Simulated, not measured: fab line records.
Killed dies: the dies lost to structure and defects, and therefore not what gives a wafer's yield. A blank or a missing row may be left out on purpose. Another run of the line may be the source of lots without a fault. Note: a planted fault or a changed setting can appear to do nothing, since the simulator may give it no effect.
2 desks, one fault / flow n5_finfet / numbers are kept per desk, each desk with only its own; the story behind them comes last

== AT THE TOOL OWNER'S DESK: rie_diel-04 ==
The tool's own readings at N5_BEOL_M1_ETCH_41 (etches SiCN in CH3F/O2, target depth 31.9 nm, time 57.8 s): means of the sampled wafers that have a number, for each lot that ran on this tool. If a lot's mean is further than 4 standard deviations from the usual mean, the lot is out of limits and carries the mark OUT (the distance appears in the brackets).
Columns: A = drypump_motor_current_A at N5_BEOL_M1_ETCH_41, usual 5.8 A; B = oes_product_au at N5_BEOL_M1_ETCH_41, usual 0.78 a.u.; C = rf_vpp_V at N5_BEOL_M1_ETCH_41, usual 297.4 V; D = showerhead_plenum_p_Torr at N5_BEOL_M1_ETCH_41, usual 2.01 Torr; E = throttle_valve_pct at N5_BEOL_M1_ETCH_41, usual 16.36 %
lot=L365; first seen here=day 9 05:05; A=5.8; B=0.75; C=296.4; D=1.97; E=16.29
lot=L366; first seen here=day 9 11:52; A=6.0; B=0.79; C=296.3; D=1.98; E=16.33
lot=L368; first seen here=day 9 20:23; A=5.8; B=0.71; C=297.6; D=1.98; E=16.36
lot=L377; first seen here=day 12 07:58; A=5.5; B=0.77; C=295.8; D=1.97; E=16.32
Finding of this desk: none of the 4 lots has anything out of limits.

== THE METROLOGY DESK ==
Lot by lot, what the gauges showed, no matter which tool ran the lot: averages of those sampled wafers that carry a number. If a lot's mean is further than 4 standard deviations from the usual mean, the lot is out of limits and carries the mark OUT (the distance appears in the brackets). Readings shown: 7 of its 10, picked as those furthest out on some lot.
Columns: A = DIBL_N at N5_BEOL_M4_RC_MEAS_101, usual 36.5 mV/V; B = DIBL_P at N5_BEOL_M4_RC_MEAS_101, usual 36.5 mV/V; C = IOFF_N at N5_BEOL_M4_RC_MEAS_101, usual 0.163 nA/um; D = IOFF_P at N5_BEOL_M4_RC_MEAS_101, usual 0.219 nA/um; E = ION_P at N5_BEOL_M4_RC_MEAS_101, usual 464 uA/um; F = SS_P at N5_BEOL_M4_RC_MEAS_101, usual 73.4 mV/dec; G = VT_P at N5_BEOL_M4_RC_MEAS_101, usual -250 mV
lot=L354; first seen here=day 7 21:17; A=37.0; B=36.6; C=0.159; D=0.209; E=462; F=72.9; G=-250
lot=L365; first seen here=day 10 16:26; A=37.2; B=38.1; C=0.196; D=0.278; E=476; F=73.3; G=-243
lot=L366; first seen here=day 11 08:00; A=36.2; B=35.7; C=0.170; D=0.238; E=470; F=73.5; G=-246
lot=L368; first seen here=day 11 18:33; A=36.4; B=37.9; C=0.169; D=0.240; E=464; F=74.0; G=-247
lot=L372; first seen here=day 12 18:41; A=39.0; B=40.6; C=0.200; D=0.251; E=468; F=74.4; G=-250
lot=L374; first seen here=day 13 02:50; A=37.9; B=36.7; C=0.168; D=0.229; E=463; F=74.1; G=-249
lot=L377; first seen here=day 14 05:02; A=35.5; B=34.5; C=0.139; D=0.207; E=468; F=73.3; G=-249
Finding of this desk: none of the 7 lots has anything out of limits.

== BROUGHT TOGETHER ==
Nothing out of limits was seen by the tool owner's desk.
Metrology desk: nothing out of limits seen.

== WHAT THE SIMULATOR HAD INSERTED ==
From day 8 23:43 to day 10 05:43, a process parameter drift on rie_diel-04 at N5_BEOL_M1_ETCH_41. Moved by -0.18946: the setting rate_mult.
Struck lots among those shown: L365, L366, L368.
